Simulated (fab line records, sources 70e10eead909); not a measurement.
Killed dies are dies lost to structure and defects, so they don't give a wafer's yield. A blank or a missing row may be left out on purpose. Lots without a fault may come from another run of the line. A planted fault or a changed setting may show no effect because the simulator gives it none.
fab line records | flow nand_harc
record lots=12 wafers=36 last_day=24
route steps=1159 shown A_CHANNEL_FILL_D1@517 A_STAIRCASE@547 END@1159
lots that met no fault: from a run of the same line without faults
start_h: hours from the record's first day to the start of the lot's first wafer shown | wait_h: hours since the lot's step before | " the same as in the row above | L1.1+2: a row that stands for several wafers | - no value, or no start given | * or withheld: withheld | < > ~ a bound
route shown NAME@n: a module of which the file shows steps, and the number in the route of the first | usual: mean/standard deviation of fault-free wafers | same: alike in all rows | chamber/n: place in a boat | sites: the reading at each site | _std_site: their standard deviation | _edge_site: outer sites' mean less inner sites' | radius_mm: how far each site lies from the wafer's centre | mask NAME#n: copy n | behind: the tool/chamber that last shaped the wafer | hold: why the lot was held/for how many hours/how that ended | device: the transistor (n, p or np) that didn't switch | end of line: the same wafers' tests at the end of the route | a step without rows: its recipe alone | killed: dies lost to structure and defects at the first sort, not the wafer's yield | map: a wafer's dies, x killed, . not, _ none there
set.NAME: the setting as run; set.NAME@STEP: as run at that earlier step | model.NAME: the simulator's own value behind a step, which no gauge read
steps of the route over a sample of lots; a table a step, a row a wafer
services: from which hour (start_h, from the record's first day; less than 0 if before it) a tool's chamber was out of use, for how many hours, and why
## steps
# step NHARC_A_CHANNEL_FILL_D1_RTA_24
# recipe temp_c=1000 time_s=5
# usual lamp_power_pct=31/3.5 lamp_zone_3_pct=31/3.5 wafer_temp_C_max=1004.8/2.5
# columns lot.wafer tool chamber start_h wait_h lamp_power_pct lamp_zone_3_pct wafer_temp_C_max
L566.1 rtp_anneal-02 0 248.34 0.0 35 35 1007.2
L566.2 " 0 " " 35 35 1007.5
L566.4 " 0 " " 35 35 1007.4
L567.4 rtp_anneal-01 0 255.25 0.1 28 28 1002.4
L567.5 " 0 " " 28 28 1003.0
L567.6 " 0 " " 28 28 1003.5
L568.1 rtp_anneal-02 0 261.76 0.0 35 35 1008.2
L568.2 " 0 " " 35 35 1011.0
L568.6 " 0 " " 35 35 1006.1
L569.3 rtp_anneal-01 0 268.36 0.1 28 28 1003.3
L569.5 " 0 " " 28 28 1002.7
L569.6 " 0 " " 28 28 1003.3
L573.1 rtp_anneal-02 0 289.68 0.0 35 35 1009.0
L573.2 " 0 " " 35 35 1007.9
L573.4 " 0 " " 35 35 1010.0
L572.4 rtp_anneal-01 0 293.46 0.1 28 28 1002.8
L572.5 " 0 " " 28 28 1002.3
L572.6 " 0 " " 28 28 1002.3
L574.2 rtp_anneal-01 0 302.91 0.1 28 28 1004.1
L574.4 " 0 " " 28 28 1002.5
L574.6 " 0 " " 28 28 1002.7
L582.1 rtp_anneal-02 0 341.94 0.0 35 35 1006.3
L582.3 " 0 " " 35 35 1006.2
L582.4 " 0 " " 35 35 1008.0
L583.1 rtp_anneal-01 0 354.16 0.0 28 28 1003.1
L583.2 " 0 " " 28 28 1002.7
L583.4 " 0 " " 28 28 1001.4
L585.1 rtp_anneal-02 0 354.16 0.0 35 35 1009.6
L585.2 " 0 " " 35 35 1006.7
L585.6 " 0 " " 35 35 1007.1
L584.3 rtp_anneal-01 0 358.07 0.1 28 28 1003.7
L584.4 " 0 " " 28 28 1002.0
L584.6 " 0 " " 28 28 1002.0
L586.1 rtp_anneal-01 0 378.40 0.0 28 28 1003.2
L586.2 " 0 " " 28 28 1002.7
L586.4 " 0 " " 28 28 1003.1
# step NHARC_A_STAIRCASE_DESCUM_11
# recipe time_s=3 o2_flow_sccm=200 ar_flow_sccm=0 bias_power_w=0 chemistry=O2
# usual drypump_motor_current_A=6.0/0.37 mfc_ar_sccm=0.008/0.011 oes_product_au=0.999/0.01 rf_vpp_V=57.7/0.93 showerhead_plenum_p_Torr=1.94/0.093 throttle_valve_pct=11.311/0.0097
# columns lot.wafer tool chamber start_h wait_h drypump_motor_current_A mfc_ar_sccm oes_product_au rf_hours_counter_h rf_vpp_V showerhead_plenum_p_Torr throttle_valve_pct
L566.2 rie_diel-02 2 251.34 - 5.2 0.025 0.995 34 57.4 1.89 11.316
L566.4 " 3 " " 6.3 0 0.998 36 57.4 1.93 11.311
L566.1 " 0 " " 6.1 0 0.985 37 58.2 1.83 11.310
L567.4 rie_diel-10 0 258.45 - 6.2 0.030 1.004 - 57.8 2.02 11.314
L567.6 " 1 " " 5.7 0 1.008 - 58.5 2.07 11.318
L567.5 " 3 " " 6.0 0.002 1.004 - 55.7 1.77 11.322
L568.2 rie_diel-06 1 265.00 - 6.0 0.012 1.005 6 58.0 2.07 11.300
L568.1 " 2 " " 5.5 0.013 1.003 5 57.9 1.95 11.300
L568.6 " 3 " " 6.0 0 1.015 - 58.5 2.01 11.309
L569.3 rie_diel-02 0 271.54 - 6.1 0 0.979 47 57.3 1.83 11.321
L569.6 " 2 " " 5.2 0.025 0.991 - 56.1 1.89 11.314
L569.5 " 3 " " 6.3 0 1.002 - 57.4 1.93 11.305
L573.1 rie_diel-10 3 293.07 - 6.0 0.002 1.006 40 56.9 1.76 11.307
L573.2 " 1 " " 5.6 0 0.991 44 57.8 2.06 11.313
L573.4 " 2 " " 6.4 0 0.983 33 56.2 1.97 11.290
L572.4 rie_diel-06 0 296.85 - 6.5 0 0.981 16 56.2 1.88 11.327
L572.5 " 0 " " 6.5 0 0.970 - 56.3 1.88 11.288
L572.6 " 1 " " 6.0 0.012 1.005 - 57.7 2.07 11.311
L574.2 rie_diel-10 1 305.73 - 5.7 0 1.002 47 59.8 2.06 11.299
L574.4 " 2 " " 6.4 0 0.995 37 58.2 1.97 11.318
L574.6 " 1 " " 5.7 0 0.993 - 56.2 2.06 11.298
L582.1 rie_diel-06 0 345.21 - 6.5 0 0.983 37 58.0 1.88 11.291
L582.4 " 2 " " 5.5 0.013 1.009 33 58.4 1.94 11.314
L582.3 " 3 " " 6.0 0 1.024 37 57.9 2.00 11.310
L583.4 rie_diel-06 1 357.56 - 6.0 0.012 1.000 40 59.2 2.06 11.323
L583.1 " 2 " " 5.4 0.013 1.017 36 58.7 1.94 11.313
L583.2 " 3 " " 6.0 0 1.009 40 57.6 2.00 11.319
L585.2 rie_diel-06 0 357.62 - 6.5 0 0.996 40 56.6 1.88 11.329
L585.1 " 1 " " 6.0 0.012 1.022 40 57.5 2.06 11.314
L585.6 " 2 " " 5.5 0.013 1.023 - 57.7 1.94 11.328
L584.4 rie_diel-06 2 361.05 - 5.5 0.013 1.019 37 57.2 1.94 11.303
L584.3 " 3 " " 6.0 0 1.011 41 57.8 1.99 11.308
L584.6 " 2 " " 5.5 0.013 1.022 - 57.6 1.94 11.302
L586.2 rie_diel-10 3 381.51 - 5.9 0.002 1.009 1 58.3 2.08 11.308
L586.1 " 0 " " 6.2 0.030 0.993 6 58.9 2.01 11.309
L586.4 " 2 " " 6.4 0 0.982 6 56.9 1.96 11.301
# step NHARC_A_STAIRCASE_ETCH_13
# recipe target_depth_a=1000 time_s=40.5 ion_energy_ev=400 c4f8_flow_sccm=20 o2_flow_sccm=10 ar_flow_sccm=withheld rf_w=600 bias_w=1000 chemistry=C4F8/O2
# usual bias_w=1000.3/2.6 chamber_pressure_mTorr=25.000/0.022 oes_product_au=0.938/0.017 rf_vpp_V=898/5.9
# columns lot.wafer tool chamber start_h wait_h bias_w chamber_pressure_mTorr oes_product_au rf_hours_counter_h rf_vpp_V
L566.1 rie_diel-02 2 251.58 - 1000.0 25.022 0.943 34 894
L566.4 " 3 " " 1002.1 24.974 0.936 36 898
L566.2 " 1 " " 997.5 25.030 0.933 35 893
L567.5 rie_diel-10 3 259.67 - 1000.9 25.015 0.932 - 886
L567.4 " 0 " " 996.0 24.980 0.931 - 902
L567.6 " 1 " " 1004.6 25.009 0.930 - 904
L568.2 rie_diel-06 1 265.46 - 1000.6 25.008 0.942 6 905
L568.1 " 2 " " 1003.9 24.961 0.941 6 899
L568.6 " 1 " " 999.2 24.992 0.937 - 905
L569.3 rie_diel-02 2 271.77 - 1004.0 24.975 0.943 44 894
L569.5 " 1 " " 1001.8 24.981 0.963 - 892
L569.6 " 2 " " 996.7 24.955 0.939 - 894
L573.4 rie_diel-10 0 293.41 - - - - - -
L573.1 " 1 " " - - - - -
L573.2 " 2 " " - - - - -
L572.4 rie_diel-06 3 297.10 - - - - - -
L572.6 " 1 " " - - - - -
L572.5 " 2 " " - - - - -
L574.4 rie_diel-10 1 305.97 - - - - - -
L574.2 " 2 " " - - - - -
L574.6 " 0 " " - - - - -
L582.4 rie_diel-06 3 345.46 - 1001.6 24.995 0.974 37 901
L582.1 " 0 " " 1002.4 25.021 0.941 37 893
L582.3 " 1 " " 999.5 24.965 0.936 37 907
L583.1 rie_diel-06 0 358.06 - 997.9 25.028 0.929 40 894
L583.4 " 1 " " 1001.6 25.024 0.943 41 906
L583.2 " 3 " " 1000.7 25.015 0.943 40 900
L585.1 rie_diel-06 3 358.10 - 1000.7 24.996 0.932 40 902
L585.2 " 0 " " 1002.8 25.002 0.915 40 892
L585.6 " 2 " " 999.8 24.989 0.937 - 898
L584.3 rie_diel-06 0 361.29 - 1004.2 25.032 0.933 42 895
L584.4 " 2 " " 1000.9 24.968 0.958 38 898
L584.6 " 0 " " 1003.0 24.978 0.928 - 893
L586.4 rie_diel-10 2 381.75 - 1002.7 24.994 0.958 6 899
L586.1 " 3 " " 999.7 25.028 0.943 1 906
L586.2 " 0 " " 1001.6 24.942 0.944 6 902
# step NHARC_A_STAIRCASE_ETCH_21
# recipe target_depth_a=1000 time_s=40.5 ion_energy_ev=400 c4f8_flow_sccm=20 o2_flow_sccm=10 ar_flow_sccm=withheld rf_w=600 bias_w=1000 chemistry=C4F8/O2
# usual bias_w=1000.2/3 chamber_pressure_mTorr=25.002/0.022 oes_product_au=0.947/0.018 rf_vpp_V=897/6.1
# columns lot.wafer tool chamber start_h wait_h bias_w chamber_pressure_mTorr oes_product_au rf_hours_counter_h rf_vpp_V
L566.4 rie_diel-02 1 - - 1003.2 24.980 0.953 37 893
L566.1 " 2 " " 996.1 24.997 0.939 36 895
L566.2 " 3 " " 996.8 25.020 0.942 38 899
L567.4 rie_diel-10 1 - - 1000.3 25.004 0.944 - 907
L567.6 " 3 " " 999.1 25.046 0.940 - 885
L567.5 " 0 " " 993.0 24.990 0.952 - 903
L568.1 rie_diel-02 2 - - 998.2 24.992 0.922 42 894
L568.2 " 3 " " 999.1 24.990 0.913 44 898
L568.6 " 0 " " 1002.1 25.020 0.914 - 891
L569.3 rie_diel-10 3 - - 1004.1 25.015 0.963 33 887
L569.5 " 3 " " 1001.6 25.015 0.960 - 886
L569.6 " 0 " " 996.0 24.979 0.987 - 901
L573.2 rie_diel-06 3 - - 1003.7 25.001 0.973 16 903
L573.1 " 1 " " 1004.4 24.980 0.978 17 905
L573.4 " 1 " " 995.9 25.011 0.974 - 904
L572.4 rie_diel-06 0 - - 998.4 24.987 0.923 18 895
L572.5 " 1 " " 1003.1 25.002 0.946 - 905
L572.6 " 2 " " 1002.8 25.004 0.948 - 899
L574.2 rie_diel-02 0 - - 995.5 25.004 0.951 58 890
L574.4 " 2 " " 1000.7 24.978 0.976 51 894
L574.6 " 0 " " 1000.6 24.989 0.958 - 889
L582.4 rie_diel-06 0 - - 1001.4 25.028 0.930 37 894
L582.3 " 1 " " 1001.5 24.965 0.963 37 907
L582.1 " 2 " " 998.2 25.002 0.952 33 900
L583.4 rie_diel-06 2 - - 999.6 24.942 0.958 37 900
L583.1 " 3 " " 997.1 25.011 0.967 41 900
L583.2 " 0 " " 998.6 25.012 0.958 41 895
L585.2 rie_diel-02 3 - - 1001.5 25.016 0.961 7 895
L585.1 " 0 " " 1004.1 24.986 0.938 8 889
L585.6 " 3 " " 1001.1 24.998 0.961 - 895
L584.3 rie_diel-06 2 - - 996.4 24.953 0.945 40 898
L584.4 " 3 " " 998.3 24.965 0.945 43 901
L584.6 " 1 " " 1002.1 24.973 0.951 - 905
L586.2 rie_diel-02 0 - - 999.9 25.002 0.965 17 889
L586.4 " 1 " " 997.9 25.022 0.968 15 893
L586.1 " 2 " " 997.5 25.035 0.981 14 895
# step NHARC_END_SORT_01
# recipe temp_c=25
# usual killed_at_array=28/10 killed_at_other=0.5/0.82 killed_at_periphery=3.4/2.2 killed_dies=31/10 killed_open=3.4/1.9 killed_short=1.9/1.3
# same gross_dies=677
# columns lot.wafer tool chamber start_h wait_h killed_at_array killed_at_other killed_at_periphery killed_dies killed_open killed_short
L573.1 prober-02 0 507.63 2.5 670 0 7 677 0 2
L573.2 prober-02 0 508.42 2.8 674 0 3 677 5 0
L573.4 prober-02 0 510.00 3.4 669 0 8 677 6 1
L574.2 prober-01 0 508.39 2.8 675 0 2 677 5 0
L574.4 prober-01 0 509.99 3.4 677 0 0 677 1 3
L574.6 prober-01 0 511.59 4.0 677 0 0 677 0 3
L572.4 prober-02 0 517.85 3.4 669 0 8 677 1 1
L572.5 prober-02 0 518.65 3.7 671 0 6 677 4 1
L572.6 prober-02 0 519.46 4.0 670 1 6 677 6 0
# killed by level:class
L573.1 A_STAIRCASE:area_etch=650 A_CHANNEL_HOLE_D1:chamber_film_flake=15 P_STI:chamber_film_flake=3 A_CONTACT:chamber_film_flake=3 P_ZERO_WELL:chamber_film_flake=2 P_M0:geometric_particle:short=1 A_WL_FILL:geometric_particle:short=1 P_M0:chamber_film_flake=1
L574.2 A_STAIRCASE:area_etch=640 A_SLIT:chamber_film_flake=15 A_CHANNEL_HOLE_D1:chamber_film_flake=10 A_CONTACT:chamber_film_flake=4 A_STAIRCASE:chamber_film_flake=3 P_STI:geometric_particle:open=1 P_GATE:geometric_particle:open=1 A_ONON_D1:geometric_particle:open=1
L573.2 A_STAIRCASE:area_etch=650 A_CHANNEL_HOLE_D1:chamber_film_flake=14 A_WL_FILL:geometric_particle:open=2 A_M0:geometric_particle:open=2 P_M0:chamber_film_flake=2 A_STAIRCASE:chamber_film_flake=2 A_CONTACT:chamber_film_flake=2 A_SOURCE_PLATE:geometric_particle:open=1
L574.4 A_STAIRCASE:area_etch=653 A_SLIT:chamber_film_flake=15 A_STAIRCASE:chamber_film_flake=3 A_CHANNEL_HOLE_D1:chamber_film_flake=2 A_CHANNEL_FILL_D1:geometric_particle:short=1 A_CHANNEL_FILL_D1:geometric_particle:open=1 A_SGD_CUT:geometric_particle:short=1 A_M0:geometric_particle:short=1
L573.4 A_STAIRCASE:area_etch=642 A_CHANNEL_HOLE_D1:chamber_film_flake=14 P_STI:chamber_film_flake=4 A_STAIRCASE:chamber_film_flake=3 A_SLIT:chamber_film_flake=3 A_CONTACT:geometric_particle:open=2 P_GATE:geometric_particle:open=1 P_M0:geometric_particle:open=1
L574.6 A_STAIRCASE:area_etch=645 A_SLIT:chamber_film_flake=13 A_STAIRCASE:chamber_film_flake=7 A_CHANNEL_HOLE_D1:chamber_film_flake=6 A_CONTACT:chamber_film_flake=3 A_ONON_D1:geometric_particle:short=1 A_WL_FILL:geometric_particle:short=1 A_CONTACT:geometric_particle:short=1
L572.4 A_STAIRCASE:area_etch=644 A_SLIT:chamber_film_flake=12 P_M0:chamber_film_flake=5 A_CHANNEL_HOLE_D1:chamber_film_flake=4 P_BONDPAD:chamber_film_flake=2 A_CONTACT:chamber_film_flake=2 A_WL_FILL:geometric_particle:short=1 A_BLC:geometric_particle:open=1
L572.5 A_STAIRCASE:area_etch=651 A_SLIT:chamber_film_flake=9 A_WL_FILL:chamber_film_flake=3 P_M0:chamber_film_flake=2 A_STAIRCASE:chamber_film_flake=2 A_CONTACT:chamber_film_flake=2 P_M0:geometric_particle:open=1 P_M2:geometric_particle:open=1
L572.6 A_STAIRCASE:area_etch=638 A_SLIT:chamber_film_flake=12 A_CHANNEL_FILL_D1:chamber_film_flake=4 A_STAIRCASE:chamber_film_flake=3 A_CONTACT:chamber_film_flake=3 P_ZERO_WELL:chamber_film_flake=2 P_BONDPAD:chamber_film_flake=2 A_ZERO_WELL:chamber_film_flake=2
## services
# columns tool chamber start_h hours kind
rie_diel-10 0 232.39 22.6 repair
rie_diel-06 - 241.43 9.0 pm
rie_diel-06 0 241.43 9.0 vent_cycle
rie_diel-06 1 241.43 9.0 vent_cycle
rie_diel-06 2 241.43 9.0 vent_cycle
rie_diel-06 3 241.43 9.0 vent_cycle
rie_diel-06 0 250.43 - clean
rie_diel-06 0 250.43 - consumable_replace:focus_ring
rie_diel-06 1 250.43 - clean
rie_diel-06 1 250.43 - consumable_replace:showerhead
rie_diel-06 2 250.43 - clean
rie_diel-06 3 250.43 - clean
rie_diel-06 0 275.01 - clean
rie_diel-06 1 275.01 - clean
rie_diel-06 2 275.01 - clean
rie_diel-06 3 275.01 - clean
rie_diel-06 0 299.57 - clean
rie_diel-06 1 299.57 - clean
rie_diel-06 2 299.57 - clean
rtp_anneal-02 - 300.00 12.0 pm
rie_diel-10 - 310.41 0.8 repair
rie_diel-02 - 329.09 9.0 pm
rie_diel-10 - 353.53 9.0 pm
rie_diel-10 3 367.24 13.3 repair
## key
first_sign step=NHARC_A_STAIRCASE_ETCH_13 reading=tool_record direction=missing
effect step=NHARC_END_SORT_01 reading=killed_at_array direction=up sigmas=63 usual=28 struck=672
more_kills_born_at NHARC_A_STAIRCASE_ETCH_13@rie_diel-10=3874 NHARC_A_STAIRCASE_ETCH_13@rie_diel-06=1933
met_at NHARC_A_STAIRCASE_ETCH_13
struck_lots L572,L573,L574
later_rows_left_out L572.4,L572.5,L572.6,L573.1,L573.2,L573.4,L574.2,L574.4,L574.6
tester_left_out L572,L573,L574
not_acting_at NHARC_A_CHANNEL_FILL_D1_RTA_24,NHARC_A_STAIRCASE_DESCUM_11,NHARC_A_STAIRCASE_ETCH_21
onset_between 265.46 293.41
fault kind=skipped_step_whole tool=rie_diel-06,rie_diel-10 chamber=- onset_h=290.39 steps=NHARC_A_STAIRCASE_ETCH_13 scope=struck_lots_only
# tester_left_out: of these lots the tester's yield and bins aren't shown, on N5 and GAA mostly nor the transistor test; their killed dies are dies lost to structure and defects alone, not to doping, threshold or leakage, so they don't give the yield
# later_rows_left_out: the simulator's readings of these wafers behind a module that went badly wrong aren't trusted and aren't shown, but for the sort
